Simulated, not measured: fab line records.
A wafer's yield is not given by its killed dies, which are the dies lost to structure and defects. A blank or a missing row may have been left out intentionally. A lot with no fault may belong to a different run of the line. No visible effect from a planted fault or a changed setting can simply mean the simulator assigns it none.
Matching of chambers | flow n5 finfet | 4 sister chambers for N5_BEOL_M6_ALD_77 on ald metal-04
The step deposits TaN, target thk 2 nm, pulse time 2 s, purge time 3 s. 16 wafers are shown with their chamber, then 8 later ones without.

== WAFERS PAIRED WITH THEIR CHAMBERS ==
wafer  | chamber | heater power w (W)
L075.2 | 2       | 366
L075.3 | 0       | 377
L075.4 | 3       | 429
L078.1 | 1       | 428
L078.3 | 3       | 442
L078.5 | 0       | 370
L081.1 | 0       | 379
L081.3 | 3       | 432
L081.6 | 1       | 441
L082.1 | 1       | 442
L082.3 | 3       | 442
L082.4 | 3       | 438
L080.3 | 0       | 379
L080.5 | 3       | 438
L080.6 | 0       | 374
L090.1 | 1       | 441

SIGNATURES, as means of the wafers listed above
reading        | chamber 0 | chamber 1 | chamber 2 | chamber 3 | scatter within a chamber
heater power w | 375.80    | 438.00    | 366.00    | 436.83    | 5.27
Rule: a wafer's distance from a chamber is the root of the sum, over the readings, of the square of ((its reading less the chamber's mean) divided by the reading's scatter). The wafer belongs to the nearest chamber; if the next one is less than 2 further off, it can't be placed. The scatter: the root of (the sum of the squares of (reading less its chamber's mean) over the shown wafers, divided by (wafers less chambers)).

== WAFERS WITH NO CHAMBER GIVEN ==
wafer  | heater power w (W)
L090.4 | 376
L090.5 | 370
L092.1 | 442
L092.2 | 438
L092.5 | 438
L093.1 | 364
L093.3 | 369
L093.5 | 447

== WHICH CHAMBER EACH ONE RAN IN ==
wafer  | from the rows above     | in truth
L090.4 | can't be placed: 0 or 2 | 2
L090.5 | can't be placed: 2 or 0 | 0
L092.1 | can't be placed: 1 or 3 | 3
L092.2 | can't be placed: 1 or 3 | 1
L092.5 | can't be placed: 1 or 3 | 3
L093.1 | can't be placed: 2 or 0 | 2
L093.3 | can't be placed: 2 or 0 | 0
L093.5 | can't be placed: 1 or 3 | 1
Correctly placed: 0 of 8. Unplaceable from these rows: 8, with the true chamber sitting among the candidates in 8. Number placed wrongly: 0.
